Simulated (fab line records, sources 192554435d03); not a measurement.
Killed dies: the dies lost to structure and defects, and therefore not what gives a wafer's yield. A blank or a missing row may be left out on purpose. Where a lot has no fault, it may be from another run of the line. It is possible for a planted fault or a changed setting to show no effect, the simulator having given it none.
Which of the tools did it? ; flow n5 finfet ; 23 lots, 69 wafers sampled, at 5 steps of a route of 1938

== WHAT EACH GAUGE READ, for each wafer ==
N5_ILD0_THK_MEAS_13. Usual: thk nm reads 17.1 nm (standard deviation 1.4).
lot;measured;on;thk nm (nm);flag
L074;day 3 16:20;film metro-01;17.7 16.7 19.9;
L075;day 4 01:22;film metro-01;14.1 14.7 14.8;
L076;day 4 05:51;film metro-01;14.5 18.0 17.1;
L077;day 4 15:38;film metro-02;18.9 18.5 18.1;
L078;day 4 21:46;film metro-02;15.8 16.9 15.6;
L079;day 5 01:07;film metro-01;18.5 19.4 18.7;
L080;day 5 07:47;film metro-02;15.9 15.3 15.4;
L081;day 5 23:08;film metro-01;16.5 16.9 16.8;
L082;day 6 00:40;film metro-01;19.8 16.8 17.3;
L083;day 6 03:49;film metro-01;16.4 14.9 15.8;
L084;day 6 06:32;film metro-02;17.7 17.8 18.6;
L085;day 6 19:02;film metro-02;17.1 16.4 17.4;
L086;day 7 01:34;film metro-01;17.4 16.4 17.8;
L087;day 7 06:10;film metro-02;16.6 19.5 19.9;
L088;day 7 09:05;film metro-01;17.2 18.8 16.2;
L089;day 7 14:49;film metro-01;17.9 14.8 16.9;
L090;day 7 19:42;film metro-01;15.9 16.9 16.3;
L091;day 7 23:21;film metro-02;19.5 17.1 16.9;
L092;day 8 05:58;film metro-02;19.6 16.6 20.0;
L093;day 8 12:27;film metro-01;18.1 18.8 18.3;
L094;day 8 19:18;film metro-01;15.8 16.3 16.6;
L096;day 9 10:18;film metro-01;17.4 19.3 17.0;
L097;day 9 14:55;film metro-02;17.6 18.5 19.0;

== EACH LOT AND THE TOOL THAT RAN IT (in order: tool; ch and the chambers of the sampled wafers; start) ==
lot;N5_SD_EPI_N_ETCH_34;N5_SD_EPI_N_ETCH_16;N5_SD_EPI_N_VAPOR_ETCH_50;N5_ILD0_ALD_15
L074;rie diel-03 ch 2,3, day 3 00:20;rie diel-03 ch 2,3, day 3 00:55;epi rpcvd-03 ch 0, day 3 01:49;ald sin-01 ch 0,1,2, day 3 13:50
L075;rie diel-01 ch 2,3, day 3 09:14;rie diel-01 ch 2,3, day 3 09:49;epi rpcvd-04 ch 0, day 3 10:53;ald sin-02 ch 0,2, day 3 22:53
L076;rie diel-05 ch 0,3, day 3 13:32;rie diel-05 ch 0,3, day 3 14:07;epi rpcvd-03 ch 0, day 3 15:15;ald sin-02 ch 1,2, day 4 03:21
L077;rie diel-03 ch 0,1,2, day 3 22:47;rie diel-03 ch 0,1,2, day 3 23:22;epi rpcvd-03 ch 0, day 4 00:22;ald sin-04 ch 1,3, day 4 13:08
L078;rie diel-01 ch 1,2, day 4 05:43;rie diel-01 ch 1,2, day 4 06:17;epi rpcvd-03 ch 0, day 4 07:13;ald sin-04 ch 0,2,3, day 4 19:17
L079;rie diel-05 ch 0,1, day 4 06:43;rie diel-05 ch 0,1, day 4 07:17;epi rpcvd-02 ch 0, day 4 08:23;ald sin-04 ch 0,1,2, day 4 22:37
L080;rie diel-03 ch 0,3, day 4 13:27;rie diel-03 ch 0,3, day 4 14:02;epi rpcvd-03 ch 0, day 4 14:56;ald sin-04 ch 1,2,3, day 5 05:17
L081;rie diel-01 ch 1,2,3, day 5 05:14;rie diel-01 ch 1,2,3, day 5 05:49;epi rpcvd-02 ch 0, day 5 07:16;ald sin-01 ch 0,2,3, day 5 20:38
L082;rie diel-05 ch 1,3, day 5 09:14;rie diel-05 ch 1,3, day 5 09:49;epi rpcvd-03 ch 0, day 5 10:43;ald sin-02 ch 0,1, day 5 22:10
L083;rie diel-01 ch 0,1, day 5 10:43;rie diel-01 ch 0,1, day 5 11:17;epi rpcvd-02 ch 0, day 5 12:20;ald sin-01 ch 2,3, day 6 01:19
L084;rie diel-03 ch 0,1,3, day 5 15:17;rie diel-03 ch 0,1,3, day 5 15:52;epi rpcvd-03 ch 0, day 5 16:45;ald sin-04 ch 0,1,3, day 6 04:02
L085;rie diel-05 ch 1,2, day 6 02:21;rie diel-05 ch 1,2, day 6 02:56;epi rpcvd-04 ch 0, day 6 04:01;ald sin-01 ch 0,3, day 6 16:32
L086;rie diel-03 ch 0,1,2, day 6 09:49;rie diel-03 ch 0,1,2, day 6 10:23;epi rpcvd-03 ch 0, day 6 11:16;ald sin-02 ch 2,3, day 6 23:05
L087;rie diel-01 ch 0,1,2, day 6 13:56;rie diel-01 ch 0,1,2, day 6 14:31;epi rpcvd-04 ch 0, day 6 15:34;ald sin-04 ch 0,2,3, day 7 03:40
L088;rie diel-05 ch 0,3, day 6 17:02;rie diel-05 ch 0,3, day 6 17:37;epi rpcvd-02 ch 0, day 6 18:39;ald sin-04 ch 1,2,3, day 7 06:35
L089;rie diel-03 ch 0,1,3, day 6 23:38;rie diel-03 ch 0,1,3, day 7 00:13;epi rpcvd-04 ch 0, day 7 01:07;ald sin-01 ch 2,3, day 7 12:20
L090;rie diel-01 ch 0,1,3, day 7 04:17;rie diel-01 ch 0,1,3, day 7 04:52;epi rpcvd-04 ch 0, day 7 05:44;ald sin-02 ch 0,1,2, day 7 17:12
L091;rie diel-03 ch 0,1, day 7 07:54;rie diel-03 ch 0,1, day 7 08:47;epi rpcvd-03 ch 0, day 7 09:43;ald sin-01 ch 0,2, day 7 20:52
L092;rie diel-01 ch 1,2, day 7 13:31;rie diel-01 ch 1,2, day 7 14:06;epi rpcvd-04 ch 0, day 7 15:22;ald sin-01 ch 0,2,3, day 8 03:28
L093;rie diel-05 ch 0,2,3, day 7 20:20;rie diel-05 ch 0,2,3, day 7 20:55;epi rpcvd-04 ch 0, day 7 21:52;ald sin-04 ch 0,2, day 8 09:57
L094;rie diel-01 ch 0,1,2, day 8 01:23;rie diel-01 ch 0,1,2, day 8 01:58;epi rpcvd-02 ch 0, day 8 02:55;ald sin-04 ch 0,1, day 8 16:49
L096;rie diel-01 ch 0,1,3, day 8 17:41;rie diel-01 ch 0,1,3, day 8 18:16;epi rpcvd-03 ch 0, day 8 19:16;ald sin-02 ch 0,2,3, day 9 07:47
L097;rie diel-01 ch 0,2, day 8 22:20;rie diel-01 ch 0,2, day 8 22:55;epi rpcvd-04 ch 0, day 9 00:04;ald sin-01 ch 1,3, day 9 12:25
- N5_SD_EPI_N_ETCH_34: etches SiARC in CF4, target depth 45.5 nm, time 75.8 s.
- N5_SD_EPI_N_ETCH_16: etches SiO2 in CHF3/O2, target depth 5 nm.
- N5_SD_EPI_N_VAPOR_ETCH_50: etches Si in HCl, time 54 s.
- N5_ILD0_ALD_15: deposits SiNx, target thk 24 nm, pulse time 1 s, ald cycles 480.

== AS READ BY THE TOOLS THEMSELVES (means over the sampled wafers that have a number; for cases with no such wafer, the mark the record gives instead) ==
N5_SD_EPI_N_ETCH_34. Usual: bias w 36.01 W, standard deviation 0.1; drypump motor current A 5.7 A, standard deviation 0.33; etch rf on time s 74.1 s, standard deviation 2.3; oes product au 0.69 a.u., standard deviation 0.085; rf vpp V 184.2 V, standard deviation 1.2; showerhead plenum p Torr 2.16 Torr, standard deviation 0.069; throttle valve pct 15.66 %, standard deviation 0.26.
lot;tool;bias w (W);drypump motor current A (A);etch rf on time s (s);oes product au (a.u.);rf vpp V (V);showerhead plenum p Torr (Torr);throttle valve pct (%);flag
L074;rie diel-03;36.11;5.6;72.6;0.76;183.9;2.15;15.44;
L075;rie diel-01;35.96;5.5;76.7;0.59;183.7;2.09;15.78;
L076;rie diel-05;35.91;5.6;74.7;0.64;183.4;2.12;15.71;
L077;rie diel-03;35.90;5.5;74.0;0.64;184.1;2.11;15.78;
L078;rie diel-01;35.98;6.1;79.2;0.63;185.2;2.22;15.72;
L079;rie diel-05;36.03;5.8;75.2;0.70;183.3;2.15;15.44;
L080;rie diel-03;36.15;5.5;71.9;0.68;185.1;2.20;15.76;
L081;rie diel-01;35.92;5.7;77.2;0.62;185.0;2.16;15.68;
L082;rie diel-05;36.10;5.6;73.9;0.72;184.0;2.17;15.67;
L083;rie diel-01;35.97;6.1;73.9;0.72;185.0;2.20;15.61;
L084;rie diel-03;36.03;5.5;72.1;0.68;183.3;2.15;15.75;
L085;rie diel-05;35.97;5.8;71.9;0.83;183.4;2.15;15.66;
L086;rie diel-03;35.99;5.5;73.7;0.63;184.0;2.11;15.82;
L087;rie diel-01;36.01;6.1;75.7;0.67;183.7;2.20;15.70;
L088;rie diel-05;36.00;5.5;72.3;0.78;184.5;2.10;15.67;
L089;rie diel-03;36.08;5.5;72.3;0.67;184.6;2.15;15.77;
L090;rie diel-01;36.04;5.7;74.7;0.65;183.7;2.14;15.64;
L091;rie diel-03;36.03;5.4;73.0;0.62;183.9;2.10;15.92;
L092;rie diel-01;35.92;6.0;74.9;0.74;185.2;2.22;15.42;
L093;rie diel-05;35.93;5.6;72.8;0.76;183.6;2.11;15.71;
L094;rie diel-01;36.03;6.1;74.8;0.73;184.5;2.20;15.58;
L096;rie diel-01;35.89;5.7;75.0;0.73;184.7;2.22;15.49;
L097;rie diel-01;36.04;6.2;72.0;0.78;184.1;2.19;15.64;

N5_SD_EPI_N_ETCH_16. Usual: bias w 170.0 W, standard deviation 0.52; drypump motor current A 5.7 A, standard deviation 0.33; oes product au 0.81 a.u., standard deviation 0.099; rf vpp V 522 V, standard deviation 11; showerhead plenum p Torr 2.43 Torr, standard deviation 0.083; throttle valve pct 18.97 %, standard deviation 0.23.
lot;tool;bias w (W);drypump motor current A (A);oes product au (a.u.);rf vpp V (V);showerhead plenum p Torr (Torr);throttle valve pct (%);flag
L074;rie diel-03;169.6;5.6;0.88;511;2.42;18.78;
L075;rie diel-01;170.6;5.5;0.68;507;2.36;19.09;
L076;rie diel-05;170.3;5.6;0.75;522;2.37;18.94;
L077;rie diel-03;170.0;5.6;0.76;524;2.38;19.07;
L078;rie diel-01;170.1;6.1;0.74;513;2.52;19.09;
L079;rie diel-05;170.3;5.8;0.83;521;2.41;18.69;
L080;rie diel-03;169.9;5.6;0.80;529;2.48;19.06;
L081;rie diel-01;170.3;5.7;0.73;516;2.44;19.03;
L082;rie diel-05;170.0;5.6;0.84;521;2.44;18.89;
L083;rie diel-01;170.7;6.1;0.83;526;2.47;18.92;
L084;rie diel-03;169.8;5.5;0.79;526;2.42;19.07;
L085;rie diel-05;169.8;5.8;0.95;523;2.40;18.94;
L086;rie diel-03;170.2;5.5;0.74;525;2.37;19.10;
L087;rie diel-01;170.3;6.1;0.78;519;2.49;19.04;
L088;rie diel-05;169.9;5.5;0.92;522;2.36;18.93;
L089;rie diel-03;169.7;5.5;0.77;526;2.42;19.08;
L090;rie diel-01;169.3;5.7;0.76;521;2.42;18.97;
L091;rie diel-03;169.9;5.5;0.72;531;2.37;19.23;
L092;rie diel-01;169.8;6.0;0.87;534;2.52;18.86;
L093;rie diel-05;170.2;5.6;0.89;523;2.36;18.95;
L094;rie diel-01;170.2;6.1;0.86;529;2.48;18.96;
L096;rie diel-01;170.0;5.8;0.85;524;2.51;18.84;
L097;rie diel-01;170.5;6.2;0.90;527;2.47;19.04;

N5_SD_EPI_N_VAPOR_ETCH_50. Usual: throttle valve pct reads 11.8 % (standard deviation 0.35).
lot;tool;throttle valve pct (%);flag
L074;epi rpcvd-03;11.7;
L075;epi rpcvd-04;11.5;
L076;epi rpcvd-03;11.8;
L077;epi rpcvd-03;11.8;
L078;epi rpcvd-03;11.7;
L079;epi rpcvd-02;12.4;
L080;epi rpcvd-03;11.6;
L081;epi rpcvd-02;12.4;
L082;epi rpcvd-03;11.7;
L083;epi rpcvd-02;12.3;
L084;epi rpcvd-03;11.7;
L085;epi rpcvd-04;11.5;
L086;epi rpcvd-03;11.7;
L087;epi rpcvd-04;11.6;
L088;epi rpcvd-02;12.3;
L089;epi rpcvd-04;11.7;
L090;epi rpcvd-04;11.4;
L091;epi rpcvd-03;11.8;
L092;epi rpcvd-04;11.5;
L093;epi rpcvd-04;11.6;
L094;epi rpcvd-02;12.4;
L096;epi rpcvd-03;11.8;
L097;epi rpcvd-04;11.5;

N5_ILD0_ALD_15. Usual: heater power outer w 505 W, standard deviation 41; heater power w 827 W, standard deviation 62; precursor pulse height rel 1.000, standard deviation 0.022.
lot;tool;heater power outer w (W);heater power w (W);precursor pulse height rel;flag
L074;ald sin-01;545;841;1.007;
L075;ald sin-02;436;747;0.991;
L076;ald sin-02;489;798;1.015;
L077;ald sin-04;515;831;1.002;
L078;ald sin-04;507;845;1.010;
L079;ald sin-04;502;859;1.009;
L080;ald sin-04;519;825;0.988;
L081;ald sin-01;527;831;1.014;
L082;ald sin-02;513;871;1.033;
L083;ald sin-01;544;852;0.996;
L084;ald sin-04;515;850;0.994;
L085;ald sin-01;516;822;0.983;
L086;ald sin-02;417;703;0.997;
L087;ald sin-04;508;844;1.015;
L088;ald sin-04;514;834;1.007;
L089;ald sin-01;545;853;1.010;
L090;ald sin-02;468;785;0.999;
L091;ald sin-01;527;819;0.987;
L092;ald sin-01;528;828;0.989;
L093;ald sin-04;500;854;0.988;
L094;ald sin-04;519;876;1.001;
L096;ald sin-02;429;728;1.032;
L097;ald sin-01;542;844;1.008;

== THE ANSWER, worked out from the rows above alone ==
Rule: lot off if the mean of its wafers having a number is beyond 3 standard deviations from the usual mean. Also off: a lot with no number at a reading for which 4 or more lots have one. Where the step has rows for the other lots, those lots are counted as sound. First the gauges in route order, then the tools' own readings, where a lot's mean is used as printed above. The first step at which some lot is off is used, and at that step the reading that is off furthest; a lot without a number counts as furthest.
Nothing can be told from this: no lot is off at any reading shown.

== WHAT THE SIMULATOR HAD PUT IN ==
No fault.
